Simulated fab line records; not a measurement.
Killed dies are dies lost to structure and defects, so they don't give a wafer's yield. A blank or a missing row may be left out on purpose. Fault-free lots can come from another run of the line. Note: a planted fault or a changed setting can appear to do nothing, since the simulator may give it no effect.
fab line records	flow nandHarc
[record] lots = 13	wafers = 37	lastDay = 34
route steps=1302 shown P_BONDPAD@379 A_ONON_D1@426 END@1302
lots that met no fault: taken from a fault-free run of the same line
startH: hours from the record's first day to the start of the lot's first wafer shown	waitH: hours from the lot's prior step to this one	" same as the row above	L1.1+2: a single row standing in for several wafers	- value missing, or start not given	* or withheld: withheld	< > ~ a bound
route shown NAME@n: a module of which the file shows steps, and the number in the route of the first	usual: mean/standard deviation taken from wafers without a fault	same: alike in all rows	chamber/n: place in a boat	sites: per-site readings	_std_site: the standard deviation of these	_edge_site: mean of outer sites minus mean of inner sites	radiusMm: for every site, how far away it sits from the centre of the wafer	mask NAME#n: copy n	behind: the tool/chamber that last shaped the wafer	hold: why the lot went on hold/how many hours it stayed there/how the hold came to an end	device: which transistor (n, p or np) failed to switch	end of line: at the end of the route, the tests of the same wafers	where a step has no rows: the recipe by itself	killed: count of dies lost to structure and defects at first sort (not the wafer's yield)	map: dies across one wafer; x = killed, . = not, _ = none there
set.NAME: the run value of the setting; set.NAME@STEP: its run value at that earlier step	model.NAME: the simulator's own value behind a step, which no gauge read
one table for each step of the route and one row for each wafer, over a sample of lots
services: the hour from which a tool's chamber was out of use, counted from the record's first day as startH (under 0 if before that day), plus the number of hours and why
[[steps]]
[step NHARC_P_BONDPAD_ANNEAL_28]
[recipe] tempC = 225	timeS = 90
[usual] annealTempC = 225.02/0.2	wafer_temp_C_max = 225.66/0.21
lot.wafer	tool	chamber	startH	waitH	annealTempC	wafer_temp_C_max
L657.1	rtpAnneal-02	0	140.76	-	225.06	225.97
L657.2	"	0	"	"	224.94	225.49
L657.5	"	0	"	"	225.04	225.66
L658.3	rtpAnneal-02	0	147.02	0.3	225.14	225.93
L658.5	"	0	"	"	224.99	225.75
L658.6	"	0	"	"	225.30	225.55
L659.1	rtpAnneal-02	0	156.75	-	225.01	225.94
L659.2	"	0	"	"	224.94	226.01
L659.3	"	0	"	"	224.74	225.69
L663.3	rtpAnneal-02	0	204.39	-	225.20	225.39
L663.6	"	0	"	"	225.30	225.55
L664.1	rtpAnneal-01	0	213.43	0.3	225.20	226.01
L664.4	"	0	"	"	225.09	225.85
L666.1	rtpAnneal-02	0	229.06	0.3	225.15	225.53
L666.5	"	0	"	"	224.96	225.77
L666.6	"	0	"	"	225.16	225.70
L671.1	rtpAnneal-01	0	285.59	0.3	224.96	225.58
L671.4	"	0	"	"	225.17	225.56
L671.5	"	0	"	"	225.09	225.86
L670.1	rtpAnneal-02	0	286.46	0.3	225.20	225.91
L670.2	"	0	"	"	225.16	225.62
L670.3	"	0	"	"	225.08	225.70
L672.3	rtpAnneal-01	0	305.57	-	224.64	225.41
L672.5	"	0	"	"	224.64	225.64
L672.6	"	0	"	"	224.85	225.46
L675.1	rtpAnneal-02	0	315.06	-	225.25	225.76
L675.2	"	0	"	"	225.03	225.79
L675.5	"	0	"	"	224.99	225.51
L676.2	rtpAnneal-01	0	340.80	-	224.84	225.34
L676.4	"	0	"	"	225.15	225.54
L676.6	"	0	"	"	224.81	225.59
L678.1	rtpAnneal-01	0	346.94	-	224.90	225.64
L678.3	"	0	"	"	224.72	225.40
L678.4	"	0	"	"	224.90	225.34
L679.1	rtpAnneal-01	0	358.76	-	225.15	225.67
L679.4	"	0	"	"	225.03	225.97
L679.6	"	0	"	"	225.26	225.55
[step NHARC_P_BONDPAD_ACTIVATE_29]
[recipe] timeS = 60	n2FlowSccm = 200	arFlowSccm = 0	biasPowerW = 0	chemistry = N2
[usual] drypumpMotorCurrentA = 6.2/0.32	oesProductAu = 1.003/0.01	rfVppV = 64.1/0.82	showerheadPlenumPTorr = 1.78/0.083
lot.wafer	tool	chamber	startH	waitH	drypumpMotorCurrentA	oesProductAu	rfHoursCounterH	rfVppV	showerheadPlenumPTorr
L657.1	rieDiel-05	3	141.71	0.1	6.3	1.013	4.1	63.6	1.70
L657.2	"	1	"	"	5.7	0.988	4.8	64.7	1.68
L657.5	"	0	"	"	5.5	0.999	-	64.1	1.88
L658.3	rieDiel-05	1	147.88	0.1	5.7	1.003	5.1	64.5	1.68
L658.6	"	2	"	"	6.1	1.015	-	63.9	1.83
L658.5	"	3	"	"	6.3	1.019	-	63.1	1.70
L659.1	rieDiel-05	0	157.70	0.1	5.5	0.998	5.5	65.2	1.88
L659.3	"	1	"	"	5.7	0.993	5.7	64.8	1.67
L659.2	"	2	"	"	6.2	0.998	4.9	63.5	1.83
L663.3	rieDiel-05	1	205.27	0.1	5.8	0.995	8.3	63.1	1.67
L663.6	"	0	"	"	5.5	0.997	-	64.4	1.88
L664.4	rieDiel-06	0	214.35	0.1	6.4	1.004	1.3	65.5	1.86
L664.1	"	3	"	"	6.0	0.988	1.2	64.7	1.69
L666.1	rieDiel-06	2	230.08	0.1	6.7	1.010	1.5	63.3	1.71
L666.5	"	3	"	"	6.0	0.991	-	63.7	1.69
L666.6	"	0	"	"	6.4	1.004	-	65.1	1.86
L671.1	rieDiel-06	0	286.53	0.1	6.4	1.006	3.3	64.8	1.86
L671.4	"	1	"	"	6.2	1.004	3.4	64.5	1.86
L671.5	"	1	"	"	6.2	1.007	-	64.0	1.86
L670.1	rieDiel-06	2	287.41	0.1	6.6	1.003	3.3	65.4	1.71
L670.3	"	3	"	"	6.0	0.995	3.3	62.8	1.69
L670.2	"	0	"	"	6.5	0.996	3.4	64.8	1.86
L672.3	rieDiel-06	2	306.43	0.1	6.6	1.007	3.7	63.5	1.71
L672.6	"	1	"	"	6.2	1.007	-	63.8	1.86
L672.5	"	2	"	"	6.6	1.010	-	63.3	1.71
L675.2	rieDiel-05	0	316.06	0.1	5.5	0.999	4.8	63.3	1.88
L675.1	"	1	"	"	5.7	1.013	4.8	62.8	1.67
L675.5	"	0	"	"	5.5	0.996	-	64.3	1.88
L676.2	rieDiel-05	1	341.69	0.1	5.7	1.008	5.8	63.0	1.67
L676.4	"	3	"	"	6.3	1.010	6.4	63.7	1.70
L676.6	"	2	"	"	6.1	1.004	-	65.7	1.83
L678.3	rieDiel-06	3	347.87	0.1	5.9	1.001	0.4	64.3	1.69
L678.1	"	0	"	"	6.5	1.008	1.0	64.2	1.86
L678.4	"	2	"	"	6.6	1.020	-	65.4	1.71
L679.4	rieDiel-06	3	359.72	0.1	6.0	0.994	0.8	63.5	1.68
L679.1	"	2	"	"	6.6	1.016	1.5	63.7	1.71
L679.6	"	0	"	"	6.5	1.017	-	64.6	1.86
[step NHARC_A_ONON_D1_DEP_03]
[recipe] targetThkA = 10000	n2FlowSccm = 2750	n2oFlowSccm = 2000	nh3FlowSccm = 500	sih4FlowSccm = 210	tempC = 400
lot.wafer	tool	chamber	startH	waitH
L657.1+2+5	pecvdOnon-04	0	166.40	0.1
L658.3+5+6	pecvdOnon-02	0	171.43	0.2
L659.1+2+3	pecvdOnon-03	0	181.22	0.1
L663.3+6	pecvdOnon-02	0	229.72	0.2
L664.1+4	pecvdOnon-02	0	238.72	0.1
L666.1+5+6	pecvdOnon-02	0	254.84	0.1
L671.1+4+5	pecvdOnon-04	0	309.77	0.1
L670.1+2+3	pecvdOnon-02	0	309.77	0.1
L672.3+5+6	pecvdOnon-02	0	328.71	0.2
L675.1+2+5	pecvdOnon-03	0	340.26	0.1
L676.2+4+6	pecvdOnon-02	0	364.99	0.1
L678.1+3+4	pecvdOnon-03	0	373.51	0.1
L679.1+4+6	pecvdOnon-04	0	382.61	0.1
[step NHARC_A_ONON_D1_THK_MEAS_05]
[recipe] thkMeasGauge = ellipsometry
[usual] thkNm = 1000/8.2
lot.wafer	tool	chamber	startH	waitH	thkNm
L657.1	filmMetro-01	-	166.91	-	1005
L657.2	"	-	"	"	1004
L657.5	"	-	"	"	1005
L658.3	filmMetro-02	-	171.82	-	1006
L658.5	"	-	"	"	1007
L658.6	"	-	"	"	1007
L659.1	filmMetro-02	-	181.72	-	990
L659.2	"	-	"	"	992
L659.3	"	-	"	"	991
L663.3	filmMetro-02	-	230.12	-	1353
L663.6	"	-	"	"	999
L664.1	filmMetro-02	-	239.23	-	1365
L664.4	"	-	"	"	1006
L666.1	filmMetro-02	-	255.36	-	1366
L666.5	"	-	"	"	1008
L666.6	"	-	"	"	1008
L671.1	filmMetro-02	-	310.28	-	986
L671.4	"	-	"	"	985
L671.5	"	-	"	"	985
L670.1	filmMetro-01	-	310.29	-	1001
L670.2	"	-	"	"	1003
L670.3	"	-	"	"	1002
L672.3	filmMetro-01	-	329.10	-	988
L672.5	"	-	"	"	989
L672.6	"	-	"	"	989
L675.1	filmMetro-01	-	340.77	-	1006
L675.2	"	-	"	"	1005
L675.5	"	-	"	"	1004
L676.2	filmMetro-01	-	365.44	-	994
L676.4	"	-	"	"	991
L676.6	"	-	"	"	992
L678.1	filmMetro-01	-	374.01	-	999
L678.3	"	-	"	"	999
L678.4	"	-	"	"	999
L679.1	filmMetro-01	-	383.12	-	1013
L679.4	"	-	"	"	1013
L679.6	"	-	"	"	1011
[step NHARC_A_ONON_D1_DEP_33]
[recipe] targetThkA = 2000	tempC = 400	pressureTorr = 6.5	rfW = 900	teosFlowSccm = 161.4	flowSccm = 2650	targetThkNm = 200	gas = O2	material = SiO2
[usual] heaterPowerW = 526/70	throttleValvePct = 16.0/0.53
lot.wafer	tool	chamber	startH	waitH	heaterPowerW	sinceWetCleanH	throttleValvePct
L657.1	pecvd-01	1	179.38	0.1	657	36	16.4
L657.2	"	0	"	"	629	36	15.2
L657.5	"	1	"	"	500	-	16.6
L658.3	pecvd-03	1	183.76	0.1	464	166	16.5
L658.5	"	0	"	"	499	-	15.6
L658.6	"	1	"	"	495	-	16.8
L659.1	pecvd-04	1	193.80	0.1	453	93	16.1
L659.2	"	2	"	"	598	93	15.7
L659.3	"	0	"	"	564	93	16.4
L663.3	pecvd-01	1	242.07	0.1	634	98	17.0
L663.6	"	2	"	"	523	-	15.7
L664.1	pecvd-04	1	252.19	0.1	380	151	16.2
L664.4	"	0	"	"	498	-	16.4
L666.1	pecvd-01	1	270.17	0.1	535	127	17.0
L666.5	"	1	"	"	549	-	17.1
L666.6	"	2	"	"	477	-	15.9
L670.3	pecvd-03	1	322.09	0.1	481	124	16.4
L670.1	"	2	"	"	483	124	15.6
L670.2	"	0	"	"	438	124	16.0
L671.1	pecvd-04	2	322.20	0.2	535	40	15.6
L671.5	"	1	"	"	498	-	16.2
L671.4	"	2	"	"	539	-	15.7
L672.3	pecvd-03	1	342.10	0.1	530	144	16.6
L672.6	"	0	"	"	401	-	15.8
L672.5	"	1	"	"	532	-	16.4
L675.2	pecvd-03	0	352.60	0.1	523	154	15.9
L675.1	"	2	"	"	455	154	15.6
L675.5	"	2	"	"	474	-	15.6
L676.2	pecvd-04	1	377.38	0.2	465	95	16.4
L676.4	"	0	"	"	446	-	17.1
L676.6	"	2	"	"	597	-	15.8
L678.1	pecvd-01	2	385.73	0.1	485	61	15.9
L678.3	"	0	"	"	557	61	15.3
L678.4	"	1	"	"	643	-	15.7
L679.1	pecvd-01	1	395.01	0.1	641	70	15.7
L679.6	"	0	"	"	641	-	15.1
L679.4	"	1	"	"	646	-	15.7
[step NHARC_END_SORT_01]
[recipe] tempC = 25
[usual] killedAtArray = 55/17	killedAtOther = 1.1/1.6	killedAtPeriphery = 3.8/2.5	killedDies = 60/18	killedOpen = 3.3/1.9	killedShort = 2.5/1.7
[same] grossDies = 677
lot.wafer	tool	chamber	startH	waitH	killedAtArray	killedAtOther	killedAtPeriphery	killedDies	killedOpen	killedShort
L663.3	prober-01	0	633.81	3.1	676	0	1	677	6	1
L663.6	prober-01	0	636.19	4.0	65	0	2	67	3	1
L664.1	prober-01	0	659.74	2.5	675	0	2	677	2	0
L664.4	prober-01	0	662.19	3.4	77	0	3	80	5	3
L666.1	prober-02	0	659.79	2.5	668	6	3	677	5	2
L666.5	prober-02	0	662.92	3.6	19	7	4	30	3	1
L666.6	prober-02	0	663.70	3.9	15	4	4	23	3	1
// killed by level:class
L663.3 A_ONON_D1:areaDep=616 A_CHANNEL_HOLE_D2:chamberFilmFlake=29 A_SLIT:chamberFilmFlake=12 A_M1:chamberFilmFlake=4 A_ZERO_WELL:chamberFilmFlake=3 A_STAIRCASE:chamberFilmFlake=3 P_M1:geometricParticle:open=1 A_SOURCE_PLATE:geometricParticle:open=1
L663.6 A_CHANNEL_HOLE_D2:chamberFilmFlake=29 A_SLIT:chamberFilmFlake=28 A_CHANNEL_HOLE_D1:chamberFilmFlake=2 A_DECK1_JOINT:chamberFilmFlake=2 P_CONTACT:geometricParticle:open=1 A_ONON_D1:geometricParticle:short=1 A_CHANNEL_FILL_D1:geometricParticle:open=1 A_ONON_D2:geometricParticle:open=1
L664.1 A_ONON_D1:areaDep=583 A_CHANNEL_HOLE_D1:chamberFilmFlake=36 A_SLIT:chamberFilmFlake=34 A_STAIRCASE:chamberFilmFlake=9 A_CHANNEL_HOLE_D2:chamberFilmFlake=8 A_CONTACT:chamberFilmFlake=3 P_GATE:chamberFilmFlake=2 A_STAIRCASE:geometricParticle:open=1
L666.1 A_ONON_D1:areaDep=650 A_CHANNEL_HOLE_D1:chamberFilmFlake=6 THIN_TSV:chamberFilmFlake=5 A_CONTACT:chamberFilmFlake=4 A_WL_FILL:geometricParticle:short=2 P_ZERO_WELL:chamberFilmFlake=2 P_GATE:geometricParticle:open=1 A_ONON_D2:geometricParticle:open=1
L664.4 A_CHANNEL_HOLE_D1:chamberFilmFlake=42 A_SLIT:chamberFilmFlake=12 A_CHANNEL_HOLE_D2:chamberFilmFlake=9 A_STAIRCASE:chamberFilmFlake=3 A_CONTACT:chamberFilmFlake=3 P_M0:geometricParticle:short=1 P_M1:geometricParticle:open=1 A_SOURCE_PLATE:geometricParticle:open=1
L666.5 A_CHANNEL_HOLE_D1:chamberFilmFlake=8 THIN_TSV:chamberFilmFlake=7 A_CONTACT:chamberFilmFlake=3 P_ZERO_WELL:chamberFilmFlake=2 A_SLIT:chamberFilmFlake=2 P_M2:geometricParticle:open=1 A_ONON_D1:geometricParticle:open=1 A_ONON_D2:geometricParticle:open=1
L666.6 A_CHANNEL_HOLE_D1:chamberFilmFlake=8 THIN_TSV:chamberFilmFlake=4 A_CONTACT:chamberFilmFlake=3 P_GATE:geometricParticle:short=1 P_GATE:geometricParticle:open=1 A_ONON_D1:geometricParticle:open=1 A_BLC:geometricParticle:open=1 P_ZERO_WELL:chamberFilmFlake=1
[[services]]
tool	chamber	startH	hours	kind
rieDiel-06	-	130.20	9.0	pm
pecvd-01	-	130.64	13.0	pm
rieDiel-05	2	138.54	8.7	repair
rieDiel-06	2	149.13	10.1	repair
pecvd-04	2	150.37	3.6	repair
pecvd-04	0	156.10	6.4	repair
rieDiel-06	3	175.96	3.9	repair
pecvdOnon-02	-	185.00	13.0	pm
pecvd-03	-	185.31	13.0	pm
rieDiel-05	-	202.53	1.9	repair
pecvd-01	-	204.77	3.1	repair
rieDiel-05	-	229.60	9.0	pm
rieDiel-06	-	307.20	9.0	pm
pecvd-01	-	311.64	13.0	pm
rieDiel-05	-	314.50	1.0	repair
rieDiel-06	3	320.09	13.9	repair
rieDiel-05	1	325.77	4.3	repair
rieDiel-05	2	343.85	10.0	repair
pecvd-03	1	344.40	6.2	repair
rieDiel-06	1	347.05	3.9	repair
pecvdOnon-02	-	366.00	13.0	pm
pecvd-03	-	366.31	13.0	pm
rtpAnneal-01	-	372.00	12.0	pm
pecvd-01	1	372.09	7.2	repair
[[key]]
[firstSign] step = NHARC_A_ONON_D1_THK_MEAS_05	reading = thkNm	direction = up	sigmas = 44	usual = 1000	struck = 1362
[effect] step = NHARC_END_SORT_01	reading = killedAtArray	direction = up	sigmas = 35	usual = 55	struck = 673
[moreKillsBornAt] NHARC_A_ONON_D1_DEP_03@pecvdOnon-02 = 1849
metAt NHARC_A_ONON_D1_DEP_03
struckLots L663,L664,L666
struckWafers L663.3,L664.1,L666.1
laterRowsLeftOut L663.3,L664.1,L666.1
testerLeftOut L663,L664,L666
notActingAt NHARC_P_BONDPAD_ANNEAL_28,NHARC_P_BONDPAD_ACTIVATE_29,NHARC_A_ONON_D1_DEP_33
onsetBetween 171.43 229.72
[fault] kind = processParameterDrift	tool = pecvdOnon-02	chamber = -	onsetH = 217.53	steps = NHARC_A_ONON_D1_DEP_03	channel = targetThkA	offset = *	shape = step	endH = 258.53	scope = struckWafersOnly	actsIn = *	stated = *
// testerLeftOut: of these lots the tester's yield and bins aren't shown, on N5 and GAA mostly nor the transistor test; their killed dies are dies lost to structure and defects alone, not to doping, threshold or leakage, so they don't give the yield
// laterRowsLeftOut: the simulator's readings of these wafers behind a module that went badly wrong aren't trusted and aren't shown, but for the sort
